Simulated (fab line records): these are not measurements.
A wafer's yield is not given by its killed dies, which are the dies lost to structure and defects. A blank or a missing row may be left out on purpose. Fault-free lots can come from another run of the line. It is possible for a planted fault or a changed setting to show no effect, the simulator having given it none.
Chamber matching / flow n5-finfet / 4 sister chambers for N5_BEOL_M6_STRIP_19 on rie-diel-03
The step strips in O2. 22 wafers are shown with their chamber, then 11 later ones without.

## EACH WAFER AND ITS CHAMBER
wafer=L076.1; chamber=0; drypump-motor-current-A (A)=5.7; throttle-valve-pct (%)=16.70; oes-product-au (a.u.)=0.74
wafer=L076.3; chamber=3; drypump-motor-current-A (A)=6.3; throttle-valve-pct (%)=17.08; oes-product-au (a.u.)=0.67
wafer=L076.6; chamber=0; drypump-motor-current-A (A)=5.6; throttle-valve-pct (%)=16.70; oes-product-au (a.u.)=0.73
wafer=L077.1; chamber=1; drypump-motor-current-A (A)=5.2; throttle-valve-pct (%)=16.73; oes-product-au (a.u.)=0.78
wafer=L077.3; chamber=3; drypump-motor-current-A (A)=6.3; throttle-valve-pct (%)=17.10; oes-product-au (a.u.)=0.67
wafer=L077.6; chamber=2; drypump-motor-current-A (A)=5.3; throttle-valve-pct (%)=17.07; oes-product-au (a.u.)=0.75
wafer=L083.1; chamber=1; drypump-motor-current-A (A)=5.2; throttle-valve-pct (%)=16.80; oes-product-au (a.u.)=0.77
wafer=L083.2; chamber=2; drypump-motor-current-A (A)=5.3; throttle-valve-pct (%)=17.11; oes-product-au (a.u.)=0.73
wafer=L083.4; chamber=3; drypump-motor-current-A (A)=6.4; throttle-valve-pct (%)=16.66; oes-product-au (a.u.)=0.96
wafer=L085.2; chamber=1; drypump-motor-current-A (A)=5.2; throttle-valve-pct (%)=16.79; oes-product-au (a.u.)=0.77
wafer=L085.3; chamber=0; drypump-motor-current-A (A)=5.7; throttle-valve-pct (%)=16.74; oes-product-au (a.u.)=0.73
wafer=L085.6; chamber=1; drypump-motor-current-A (A)=5.2; throttle-valve-pct (%)=16.80; oes-product-au (a.u.)=0.78
wafer=L086.1; chamber=1; drypump-motor-current-A (A)=5.2; throttle-valve-pct (%)=16.79; oes-product-au (a.u.)=0.76
wafer=L086.3; chamber=3; drypump-motor-current-A (A)=6.4; throttle-valve-pct (%)=16.66; oes-product-au (a.u.)=0.95
wafer=L086.6; chamber=1; drypump-motor-current-A (A)=5.2; throttle-valve-pct (%)=16.78; oes-product-au (a.u.)=0.76
wafer=L089.2; chamber=3; drypump-motor-current-A (A)=6.3; throttle-valve-pct (%)=16.70; oes-product-au (a.u.)=0.92
wafer=L089.3; chamber=2; drypump-motor-current-A (A)=5.3; throttle-valve-pct (%)=17.13; oes-product-au (a.u.)=0.72
wafer=L089.4; chamber=0; drypump-motor-current-A (A)=5.7; throttle-valve-pct (%)=16.76; oes-product-au (a.u.)=0.71
wafer=L092.3; chamber=0; drypump-motor-current-A (A)=5.7; throttle-valve-pct (%)=16.75; oes-product-au (a.u.)=0.71
wafer=L092.4; chamber=3; drypump-motor-current-A (A)=6.3; throttle-valve-pct (%)=16.70; oes-product-au (a.u.)=0.92
wafer=L092.6; chamber=3; drypump-motor-current-A (A)=6.3; throttle-valve-pct (%)=16.69; oes-product-au (a.u.)=0.93
wafer=L093.1; chamber=2; drypump-motor-current-A (A)=5.3; throttle-valve-pct (%)=17.16; oes-product-au (a.u.)=0.72

SIGNATURES, as means of the wafers listed above
reading=drypump-motor-current-A; chamber 0=5.680; chamber 1=5.200; chamber 2=5.300; chamber 3=6.329; scatter within a chamber=0.0352
reading=throttle-valve-pct; chamber 0=16.7300; chamber 1=16.7817; chamber 2=17.1175; chamber 3=16.7986; scatter within a chamber=0.118
reading=oes-product-au; chamber 0=0.7240; chamber 1=0.7700; chamber 2=0.7300; chamber 3=0.8600; scatter within a chamber=0.0761
Rule: for each reading, subtract the chamber's mean from the wafer's reading, divide by that reading's scatter and square the result; add these up over the readings and take the root, which gives the wafer's distance from the chamber. The wafer belongs to the nearest chamber; if the next one is less than 2 further off, it can't be placed. The scatter is the square root of a quotient: the sum, over the shown wafers, of each reading's squared deviation from its chamber's mean, divided by wafers minus chambers.

## WAFERS MISSING THEIR CHAMBER
wafer=L093.2; drypump-motor-current-A (A)=5.2; throttle-valve-pct (%)=16.83; oes-product-au (a.u.)=0.76
wafer=L093.4; drypump-motor-current-A (A)=6.3; throttle-valve-pct (%)=16.72; oes-product-au (a.u.)=0.91
wafer=L094.1; drypump-motor-current-A (A)=5.7; throttle-valve-pct (%)=16.77; oes-product-au (a.u.)=0.71
wafer=L094.2; drypump-motor-current-A (A)=6.3; throttle-valve-pct (%)=16.70; oes-product-au (a.u.)=0.91
wafer=L094.5; drypump-motor-current-A (A)=5.3; throttle-valve-pct (%)=17.15; oes-product-au (a.u.)=0.72
wafer=L095.2; drypump-motor-current-A (A)=5.7; throttle-valve-pct (%)=16.79; oes-product-au (a.u.)=0.69
wafer=L095.3; drypump-motor-current-A (A)=5.3; throttle-valve-pct (%)=17.15; oes-product-au (a.u.)=0.72
wafer=L095.4; drypump-motor-current-A (A)=6.3; throttle-valve-pct (%)=16.73; oes-product-au (a.u.)=0.90
wafer=L097.2; drypump-motor-current-A (A)=5.7; throttle-valve-pct (%)=16.78; oes-product-au (a.u.)=0.71
wafer=L097.4; drypump-motor-current-A (A)=5.7; throttle-valve-pct (%)=16.77; oes-product-au (a.u.)=0.71
wafer=L097.5; drypump-motor-current-A (A)=5.4; throttle-valve-pct (%)=17.15; oes-product-au (a.u.)=0.71

## WHICH CHAMBER EACH WENT THROUGH
wafer=L093.2; from the rows above=1; in truth=1
wafer=L093.4; from the rows above=3; in truth=3
wafer=L094.1; from the rows above=0; in truth=0
wafer=L094.2; from the rows above=3; in truth=3
wafer=L094.5; from the rows above=2; in truth=2
wafer=L095.2; from the rows above=0; in truth=0
wafer=L095.3; from the rows above=2; in truth=2
wafer=L095.4; from the rows above=3; in truth=3
wafer=L097.2; from the rows above=0; in truth=0
wafer=L097.4; from the rows above=0; in truth=0
wafer=L097.5; from the rows above=2; in truth=2
Placed correctly: 11 of 11. Number that these rows cannot place: 0. Number placed wrongly: 0.
